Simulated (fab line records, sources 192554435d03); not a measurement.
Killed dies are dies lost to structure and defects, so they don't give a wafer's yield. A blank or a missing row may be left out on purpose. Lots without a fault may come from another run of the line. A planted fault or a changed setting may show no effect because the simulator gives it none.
Chamber matching | flow n5_finfet | N5_BEOL_M14_VIA_ETCH_16 on rie_diel-03: 4 sister chambers
The step etches SiO2 in C4F8/O2/Ar, target depth 1231.3 nm. 14 wafers are shown with their chamber, then 7 later ones without.

WAFERS WITH THEIR CHAMBER
wafer  | chamber | drypump_motor_current_A (A) | throttle_valve_pct (%) | rf_vpp_V (V)
L075.1 | 0       | 5.3                         | 30.9                   | 2209
L075.2 | 3       | 5.5                         | 31.1                   | 2236
L075.3 | 2       | 6.0                         | 31.5                   | 2230
L082.1 | 3       | 5.5                         | 31.1                   | 2236
L082.2 | 1       | 6.6                         | 30.6                   | 2197
L082.6 | 1       | 6.6                         | 30.6                   | 2198
L085.1 | 1       | 6.6                         | 30.6                   | 2199
L085.5 | 1       | 6.6                         | 30.6                   | 2198
L085.6 | 0       | 5.4                         | 30.9                   | 2206
L090.3 | 3       | 5.5                         | 31.1                   | 2236
L090.5 | 0       | 5.3                         | 30.9                   | 2206
L090.6 | 3       | 5.5                         | 31.1                   | 2234
L092.2 | 1       | 6.6                         | 30.6                   | 2198
L092.4 | 0       | 5.4                         | 31.0                   | 2206

SIGNATURES (means of the wafers above)
reading                 | chamber 0 | chamber 1 | chamber 2 | chamber 3 | scatter within a chamber
drypump_motor_current_A | 5.350     | 6.600     | 6.000     | 5.500     | 0.0316
throttle_valve_pct      | 30.925    | 30.600    | 31.500    | 31.100    | 0.0274
rf_vpp_V                | 2206.75   | 2198.00   | 2230.00   | 2235.50   | 1.08
Rule: a wafer's distance from a chamber is the root of the sum, over the readings, of the square of ((its reading less the chamber's mean) divided by the reading's scatter). The wafer belongs to the nearest chamber; if the next one is less than 2 further off, it can't be placed. The scatter: the root of (the sum of the squares of (reading less its chamber's mean) over the shown wafers, divided by (wafers less chambers)).

WAFERS WITHOUT THEIR CHAMBER
wafer  | drypump_motor_current_A (A) | throttle_valve_pct (%) | rf_vpp_V (V)
L092.6 | 5.4                         | 31.0                   | 2207
L094.1 | 6.6                         | 30.6                   | 2196
L094.2 | 6.0                         | 31.4                   | 2228
L094.6 | 5.5                         | 31.1                   | 2232
L097.1 | 5.5                         | 31.1                   | 2234
L097.2 | 6.6                         | 30.6                   | 2197
L097.3 | 6.0                         | 31.4                   | 2227

WHICH CHAMBER EACH WENT THROUGH
wafer  | from the rows above | in truth
L092.6 | 0                   | 0
L094.1 | 1                   | 1
L094.2 | 2                   | 2
L094.6 | 3                   | 3
L097.1 | 3                   | 3
L097.2 | 1                   | 1
L097.3 | 2                   | 2
Placed correctly: 7 of 7. Can't be placed from these rows: 0. Placed wrongly: 0.
